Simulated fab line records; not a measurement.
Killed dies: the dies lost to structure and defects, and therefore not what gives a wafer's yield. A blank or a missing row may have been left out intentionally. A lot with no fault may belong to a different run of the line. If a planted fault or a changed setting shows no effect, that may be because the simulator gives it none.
Matching of chambers    flow n5Finfet    N5_BEOL_M5_CMP_52 on cmp-04 has 4 sister chambers
The step polishes, stops on SiCOH lowk, t overpolish 6.9 s, target thk 62 nm. 8 wafers are shown with their chamber, then 6 later ones without.

## WAFERS PAIRED WITH THEIR CHAMBERS
wafer   chamber  motorCurrentA (A)  barrierFieldEndpointS (s)
L113.2  0        4.8                24.1
L131.2  2        5.9                24.4
L131.3  0        5.2                24.0
L131.4  1        5.7                24.1
L130.2  1        5.7                23.6
L130.3  2        5.6                24.1
L130.4  3        4.8                24.2
L127.1  3        4.5                23.4

## WAFERS WITHOUT THEIR CHAMBER
wafer   motorCurrentA (A)  barrierFieldEndpointS (s)
L127.4  5.8                24.0
L133.1  5.0                24.3
L133.2  5.0                24.0
L133.4  5.6                24.5
L134.3  4.8                24.0
L134.4  5.6                23.5

## THE CHAMBER EACH PASSED THROUGH
wafer   from the rows above      in truth
L127.4  can't be placed: 1 or 2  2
L133.1  can't be placed: 0 or 3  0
L133.2  can't be placed: 0 or 3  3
L133.4  can't be placed: 2 or 1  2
L134.3  can't be placed: 3 or 0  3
L134.4  can't be placed: 1 or 2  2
Correct placement for 0 of the 6. From these rows, 6 cannot be placed; in 6 the true chamber is one of the candidates. Number placed wrongly: 0.
How it was worked out, from the rows above alone: a wafer's distance from a chamber is the root of the sum, over the readings, of the square of ((its reading less the chamber's mean) divided by the reading's scatter). The wafer belongs to the nearest chamber; if the next one is less than 2 further off, it can't be placed. The mean given for a chamber averages the wafers shown for that chamber. How the scatter is found: for the shown wafers, subtract from each reading the mean of its chamber, square and add these, divide the total by (wafers less chambers), then take the root.
